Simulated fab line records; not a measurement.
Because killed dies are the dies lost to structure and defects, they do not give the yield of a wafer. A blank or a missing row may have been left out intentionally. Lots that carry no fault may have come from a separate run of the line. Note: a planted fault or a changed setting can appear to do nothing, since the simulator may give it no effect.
Matching of chambers	flow n5-finfet	uv-cure-02 running N5_BEOL_M8_CURE_74: 3 sister chambers
The step cures SiCOH lowk, time 240 s. 20 wafers are shown with their chamber, then 10 later ones without.

## WAFERS WITH THEIR CHAMBER
wafer	chamber	wafer_temp_C_max	lamp-power-pct (%)
L076.1	1	387.4	52.31
L076.2	1	387.1	52.35
L076.4	1	387.6	52.31
L077.1	2	386.6	52.23
L077.4	2	386.5	52.33
L077.6	2	386.2	52.37
L082.1	0	386.1	52.27
L082.2	0	387.3	52.31
L082.3	0	387.3	52.24
L082.4	0	386.6	52.43
L082.5	0	386.6	52.40
L082.6	0	387.4	52.25
L083.1	1	387.7	52.33
L083.2	1	387.4	52.41
L083.6	1	387.3	52.42
L090.3	2	386.9	52.33
L090.4	2	387.2	52.36
L090.6	2	386.5	52.29
L091.1	2	386.1	52.38
L091.4	2	386.6	52.35

SIGNATURES, as means of the wafers listed above
reading	chamber 0	chamber 1	chamber 2	scatter within a chamber
wafer_temp_C_max	386.883	387.417	386.575	0.383
lamp-power-pct	52.3167	52.3550	52.3300	0.06
Rule: for a wafer and a chamber, the distance is found by dividing, reading by reading, the gap between the wafer's reading and the chamber's mean by the reading's scatter, squaring, summing and taking the root. If the next closest chamber is less than 2 further off than the closest, the wafer can't be placed; otherwise it belongs to the closest. The scatter: take each reading less its chamber's mean, square it, sum over the shown wafers, divide by the number of wafers less the number of chambers, and take the root.

## WAFERS WHOSE CHAMBER IS MISSING
wafer	wafer_temp_C_max	lamp-power-pct (%)
L091.5	386.4	52.32
L091.2	386.6	52.31
L091.3	386.7	52.38
L091.6	386.6	52.28
L089.3	387.0	52.28
L089.5	387.3	52.22
L089.6	387.0	52.24
L094.1	387.6	52.34
L094.2	387.0	52.22
L094.4	386.9	52.35

## CHAMBER TAKEN BY EACH
wafer	from the rows above	in truth
L091.5	can't be placed: 2 or 0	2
L091.2	can't be placed: 2 or 0 or 1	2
L091.3	can't be placed: 2 or 0 or 1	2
L091.6	can't be placed: 2 or 0 or 1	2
L089.3	can't be placed: 0 or 2 or 1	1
L089.5	can't be placed: 0 or 1 or 2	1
L089.6	can't be placed: 0 or 2 or 1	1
L094.1	can't be placed: 1 or 0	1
L094.2	can't be placed: 0 or 2 or 1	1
L094.4	can't be placed: 0 or 2 or 1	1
Placed correctly: 0 of 10. Cannot be placed on the basis of these rows: 10; the candidates contain the true chamber in 10. 0 placed wrongly.
